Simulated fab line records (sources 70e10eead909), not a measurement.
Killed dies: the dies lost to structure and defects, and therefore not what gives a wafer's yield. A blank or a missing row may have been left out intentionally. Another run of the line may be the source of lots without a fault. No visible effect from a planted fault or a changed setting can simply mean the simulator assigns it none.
Shared-tool check    flow nand_harc    11 lots, 39 wafers sampled

== WHY IT WAS OPENED ==
At NHARC_A_SLIT_CD_MEAS_09 the reading cd_nm is flagged on 2 of 11 lots. No-fault wafers: 299.9 nm, standard deviation 0.58.
Rule: flag the lot when none of its wafers has a number, or when each of its wafers that has one lies beyond 4 standard deviations from that mean. As for the other lots, they are considered sound.

lot   measured      on         cd_nm (nm), wafer by wafer           flag
L716  day 20 04:36  cd_sem-02  299.8 299.8 299.4                    
L717  day 20 04:43  cd_sem-03  300.1 300.9 300.8                    
L715  day 20 06:20  cd_sem-01  299.3 299.6 300.8                    
L718  day 20 19:23  cd_sem-02  299.6 301.4 300.0                    
L719  day 21 13:43  cd_sem-01  298.8 299.6 299.4                    
L723  day 22 15:34  cd_sem-02  299.8 299.8 300.6                    
L722  day 23 14:13  cd_sem-01  300.0 300.6 299.6                    
L724  day 23 21:44  cd_sem-02  300.4 300.0 300.2                    
L730  day 26 00:54  cd_sem-03  299.7 299.9 299.9                    
L733  day 26 19:54  cd_sem-01  284.8 284.2 283.9 284.5 284.3 284.0  FLAGGED
L736  day 28 00:13  cd_sem-03  287.2 287.0 287.0 287.3 287.0 287.1  FLAGGED
The numbers of the flagged lots are 285.7 nm on average: -14.2 nm against the usual, or -24 standard deviations.

== WHICH TOOL RAN EACH LOT ==
Before the reading, the record contains 3 process steps out of a 1302-step route. Each cell gives the tool, then ch followed by the chambers the sampled wafers passed through, then the start.
lot   flag     NHARC_A_SGD_CUT_DESCUM_14           NHARC_A_SGD_CUT_STRIP_28                       NHARC_A_SLIT_EXPOSE_06
L716           rie_diel-01 ch 0,1, day 19 15:56    rie_diel-01 ch 0,1,3, day 19 23:41 or earlier  arfi_scanner-03 ch 0, day 20 04:28
L717           rie_diel-01 ch 0,1,3, day 19 18:45  rie_diel-03 ch 0,1,3, day 19 23:41 or earlier  arfi_scanner-03 ch 0, day 20 04:35
L715           rie_diel-02 ch 2,3, day 19 16:10    rie_diel-02 ch 0,1,2, day 19 23:42 or earlier  arfi_scanner-03 ch 0, day 20 06:12
L718           rie_diel-02 ch 1,3, day 20 04:29    rie_diel-03 ch 0,3, day 20 14:28 or earlier    arfi_scanner-02 ch 0, day 20 19:14
L719           rie_diel-03 ch 1,3, day 20 23:22    rie_diel-02 ch 1,2, day 21 05:55               arfi_scanner-02 ch 0, day 21 13:35
L723           rie_diel-01 ch 2,3, day 22 02:11    rie_diel-02 ch 1,2, day 22 08:46 or earlier    arfi_scanner-03 ch 0, day 22 15:26
L722           rie_diel-03 ch 0,1,3, day 23 02:36  rie_diel-02 ch 0,2, day 23 09:11               arfi_scanner-02 ch 0, day 23 14:05
L724           rie_diel-01 ch 1,2, day 23 09:13    rie_diel-02 ch 0,2,3, day 23 15:50 or earlier  arfi_scanner-01 ch 0, day 23 21:36
L730           rie_diel-01 ch 0,2,3, day 25 11:47  rie_diel-02 ch 0,1, day 25 18:12 or earlier    arfi_scanner-01 ch 0, day 26 00:46
L733  FLAGGED  rie_diel-01 ch 0,1,3, day 26 06:02  rie_diel-01 ch 1,3, day 26 13:06 or earlier    arfi_scanner-01 ch 0, day 26 19:46
L736  FLAGGED  rie_diel-02 ch 0,1,3, day 27 11:28  rie_diel-01 ch 0,2,3, day 27 18:32 or earlier  arfi_scanner-01 ch 0, day 28 00:05
What the steps here do:
- NHARC_A_SGD_CUT_DESCUM_14: chemistry O2, time 3 s.
- NHARC_A_SGD_CUT_STRIP_28: strips in O2, time 20 s.
- NHARC_A_SLIT_EXPOSE_06: exposes mask SLIT.
- NHARC_A_SLIT_CD_MEAS_09: target cd 300 nm.

== FLAGGED AGAINST TOTAL, ONE TOOL AT A TIME (gauges that did the reading follow at the end) ==
step                       tool             lots run  flagged  share of the flagged lots  sound lots run after its first flagged lot
NHARC_A_SGD_CUT_DESCUM_14  rie_diel-01      6         1        some                       0
NHARC_A_SGD_CUT_DESCUM_14  rie_diel-02      3         1        some                       0
NHARC_A_SGD_CUT_DESCUM_14  rie_diel-03      2         0        none                       -
NHARC_A_SGD_CUT_STRIP_28   rie_diel-01      3         2        all                        0
NHARC_A_SGD_CUT_STRIP_28   rie_diel-02      6         0        none                       -
NHARC_A_SGD_CUT_STRIP_28   rie_diel-03      2         0        none                       -
NHARC_A_SLIT_EXPOSE_06     arfi_scanner-01  4         2        all                        0
NHARC_A_SLIT_EXPOSE_06     arfi_scanner-02  3         0        none                       -
NHARC_A_SLIT_EXPOSE_06     arfi_scanner-03  4         0        none                       -
NHARC_A_SLIT_CD_MEAS_09    cd_sem-01        4         1        some                       0
NHARC_A_SLIT_CD_MEAS_09    cd_sem-02        4         0        none                       -
NHARC_A_SLIT_CD_MEAS_09    cd_sem-03        3         1        some                       0
Because NHARC_A_SGD_CUT_STRIP_28 lacks a start for some lots, the hours and order of its lots are taken from NHARC_A_SGD_CUT_INSPECT_25.

== WHAT IS ALLOWED BY THE TABLE ==
Rows of the table that ran all the flagged lots, 2 in number: rie_diel-01 at NHARC_A_SGD_CUT_STRIP_28; arfi_scanner-01 at NHARC_A_SLIT_EXPOSE_06.
- rie_diel-01 at NHARC_A_SGD_CUT_STRIP_28: 2 of its 3 lots flagged. A fault beginning between L716 (day 19 23:41), its last sound lot, and L733 (day 26 13:06), its first flagged one, fits the data.
- arfi_scanner-01 at NHARC_A_SLIT_EXPOSE_06: 2 of its 4 lots flagged. A fault beginning between L730 (day 26 00:46), its last sound lot, and L733 (day 26 19:46), its first flagged one, fits the data. Its own readings (exposure_dose_mJ_cm2) fall more than 4 standard deviations out on all wafers of the flagged lots.
These 2 tools cannot be told apart by counting lots, since each of them fits a fault that started at some hour. More lots, or a look at what each step does to the wafer, might.

== WHAT WAS PUT IN BY THE SIMULATOR ==
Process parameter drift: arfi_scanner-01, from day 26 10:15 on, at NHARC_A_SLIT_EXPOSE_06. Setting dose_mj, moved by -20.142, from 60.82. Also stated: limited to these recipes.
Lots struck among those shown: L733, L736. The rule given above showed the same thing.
